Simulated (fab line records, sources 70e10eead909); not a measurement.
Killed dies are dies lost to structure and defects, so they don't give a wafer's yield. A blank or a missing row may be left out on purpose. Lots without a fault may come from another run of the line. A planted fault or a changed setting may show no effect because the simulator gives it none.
Which tool did it? | flow nand_harc | 6 lots, 18 wafers sampled, at 5 steps of a route of 1159

WHAT THE GAUGES READ, wafer by wafer
NHARC_END_SORT_01.
lot | measured | on | killed_at_array

WHICH TOOL RAN EACH LOT (tool, then ch and the chambers of the sampled wafers, then the start)
lot  | NHARC_A_CHANNEL_FILL_D1_ALD_15                 | NHARC_A_CHANNEL_FILL_D1_ETCHBACK_20 | NHARC_A_STAIRCASE_ETCH_170         | NHARC_A_STAIRCASE_TRIM_12
L476 | ald_sin_batch-02 ch 0, day 10 12:47 or earlier | rie_diel-13 ch 0,2,3, day 10 12:47  | rie_diel-11 ch 0,1,3, day 11 14:14 | rie_diel-04 ch 0,1,3, day 11 15:56
L487 | ald_sin_batch-03 ch 0, day 13 12:47 or earlier | rie_diel-01 ch 0,2,3, day 13 12:47  | rie_diel-04 ch 1,3, day 14 14:03   | rie_diel-11 ch 0,1,2, day 14 15:43
L486 | ald_sin_batch-02 ch 0, day 13 12:45 or earlier | rie_diel-01 ch 0,1,2, day 13 12:45  | rie_diel-04 ch 2,3, day 14 14:22   | rie_diel-09 ch 0,2,3, day 14 16:13
L490 | ald_sin_batch-02 ch 0, day 14 02:33 or earlier | rie_diel-07 ch 1,2, day 14 02:33    | rie_diel-09 ch 0,1,2, day 15 04:56 | rie_diel-11 ch 0,2,3, day 15 06:46
L492 | ald_sin_batch-02 ch 0, day 14 16:11 or earlier | rie_diel-07 ch 1,2,3, day 14 16:11  | rie_diel-04 ch 0,1,3, day 15 17:00 | rie_diel-11 ch 2,3, day 15 18:45
L494 | ald_sin_batch-02 ch 0, day 14 22:01 or earlier | rie_diel-01 ch 1,2,3, day 14 22:01  | rie_diel-09 ch 1,2,3, day 15 22:53 | rie_diel-04 ch 0,1,2, day 16 00:28
- NHARC_A_CHANNEL_FILL_D1_ALD_15: deposits SiNx, target thk 2 nm, pulse time 60 s, ald cycles 19.
- NHARC_A_CHANNEL_FILL_D1_ETCHBACK_20: etches the open film in C4F8/O2/Ar, target depth 27 nm, time 13.5 s.
- NHARC_A_STAIRCASE_ETCH_170: etches the open film in C4F6/O2, target depth 200 nm, time 66.667 s.
- NHARC_A_STAIRCASE_TRIM_12: chemistry O2, time 211.2 s.

THE ANSWER, worked out from the rows above alone
Rule: what is usual is taken from the lots themselves. Put in order of their means at a reading, lots are off if they are a third of the lots or fewer, leave a main group of 4 or more, and stand apart from it by a gap of 3 or more times the standard deviation of the main group's means; of several such gaps the widest counts. A main group whose means are all the same, to the digits that the tables above print for the reading, isn't used. A lot without any number at a reading at which 4 lots or more have one is off too. The other lots that the step has rows for count as sound.
No lot is off at any reading shown: from this, nothing can be told.

WHAT THE SIMULATOR HAD PUT IN
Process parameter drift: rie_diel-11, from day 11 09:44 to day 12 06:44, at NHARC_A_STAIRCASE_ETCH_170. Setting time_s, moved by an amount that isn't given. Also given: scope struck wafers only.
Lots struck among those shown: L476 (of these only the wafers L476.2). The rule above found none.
